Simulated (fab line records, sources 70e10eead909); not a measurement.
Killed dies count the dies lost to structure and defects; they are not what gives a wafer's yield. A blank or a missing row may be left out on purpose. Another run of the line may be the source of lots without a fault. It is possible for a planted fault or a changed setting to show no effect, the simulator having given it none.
Matching of chambers + flow nand harc + rie diel-01 running NHARC_P_M0_ETCH_34: 4 sister chambers
The step etches the open film in N2/H2, target depth 40 nm, overetch 12 nm, time 43.94 s. 4 wafers are shown with their chamber, then 12 later ones without.

WAFERS PAIRED WITH THEIR CHAMBERS
| wafer  | chamber | drypump motor current A (A) |
|--------|---------|-----------------------------|
| L087.2 | 2       | 5.6                         |
| L086.2 | 3       | 6.0                         |
| L086.4 | 1       | 5.3                         |
| L086.6 | 0       | 5.8                         |

WAFERS WITHOUT THEIR CHAMBER
| wafer  | drypump motor current A (A) |
|--------|-----------------------------|
| L088.1 | 5.9                         |
| L088.5 | 5.3                         |
| L088.6 | 5.9                         |
| L090.3 | 6.0                         |
| L090.4 | 5.3                         |
| L090.6 | 5.8                         |
| L093.2 | 5.9                         |
| L093.3 | 5.3                         |
| L093.5 | 5.3                         |
| L096.3 | 5.8                         |
| L096.5 | 6.0                         |
| L096.6 | 5.6                         |

WHICH CHAMBER EACH ONE RAN IN
| wafer  | from the rows above     | in truth |
|--------|-------------------------|----------|
| L088.1 | can't be placed: 3 or 0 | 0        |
| L088.5 | 1                       | 1        |
| L088.6 | can't be placed: 3 or 0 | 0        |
| L090.3 | 3                       | 3        |
| L090.4 | 1                       | 1        |
| L090.6 | 0                       | 0        |
| L093.2 | can't be placed: 3 or 0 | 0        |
| L093.3 | 1                       | 1        |
| L093.5 | 1                       | 1        |
| L096.3 | 0                       | 0        |
| L096.5 | 3                       | 3        |
| L096.6 | 2                       | 2        |
Placed correctly: 9 of 12. From these rows, 3 cannot be placed; in 3 the true chamber is one of the candidates. Number placed wrongly: 0.
How it was worked out, from the rows above alone: a wafer's distance from a chamber is the root of the sum, over the readings, of the square of ((its reading less the chamber's mean) divided by the reading's scatter). The wafer belongs to the nearest chamber; if the next one is less than 2 further off, it can't be placed. A chamber's mean is the mean of its shown wafers. The scatter: root of mean squared gap, hidden wafer to nearest shown wafer, with one shown wafer a chamber.
